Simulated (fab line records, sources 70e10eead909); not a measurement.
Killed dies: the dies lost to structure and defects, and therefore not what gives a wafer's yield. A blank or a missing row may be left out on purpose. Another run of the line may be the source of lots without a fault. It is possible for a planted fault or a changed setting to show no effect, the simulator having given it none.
Matching of chambers ; flow nand_harc ; cmp-04 running NHARC_P_M2_CMP_23: 4 sister chambers
The step polishes, t overpolish 20 s, target thk 144.3 nm. 8 wafers are shown with their chamber, then 8 later ones without.

## WAFERS, EACH WITH ITS CHAMBER
wafer;chamber;motor_current_A (A);time_to_endpoint_s (s)
L789.6;2;13.0;28.3
L791.5;0;13.2;28.6
L795.1;0;12.8;30.8
L795.5;3;14.0;24.1
L798.2;1;13.2;27.8
L798.5;1;13.4;27.6
L798.6;2;13.3;31.1
L800.3;3;13.9;28.2

## WAFERS WITH NO CHAMBER GIVEN
wafer;motor_current_A (A);time_to_endpoint_s (s)
L800.4;13.1;32.3
L800.5;12.8;28.5
L810.1;14.0;28.5
L810.2;13.6;27.9
L810.3;13.3;29.0
L811.1;13.5;32.6
L811.3;13.7;27.2
L811.4;14.1;28.3

## THE CHAMBER EACH PASSED THROUGH
wafer;from the rows above;in truth
L800.4;can't be placed: 2 or 0 or 1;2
L800.5;can't be placed: 0 or 2 or 1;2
L810.1;3;3
L810.2;can't be placed: 1 or 3 or 2 or 0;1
L810.3;can't be placed: 1 or 2 or 0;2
L811.1;can't be placed: 2 or 1 or 0 or 3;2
L811.3;can't be placed: 3 or 1 or 2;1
L811.4;3;3
2 of 8 placed correctly. These rows do not allow placing 6 (true chamber among the candidates in 6). 0 placed wrongly.
How it was worked out, from the rows above alone: a wafer's distance from a chamber is the root of the sum, over the readings, of the square of ((its reading less the chamber's mean) divided by the reading's scatter). If the next closest chamber is less than 2 further off than the closest, the wafer can't be placed; otherwise it belongs to the closest. For every chamber, the mean is computed from those of its wafers that are shown. The scatter: take each reading less its chamber's mean, square it, sum over the shown wafers, divide by the number of wafers less the number of chambers, and take the root.
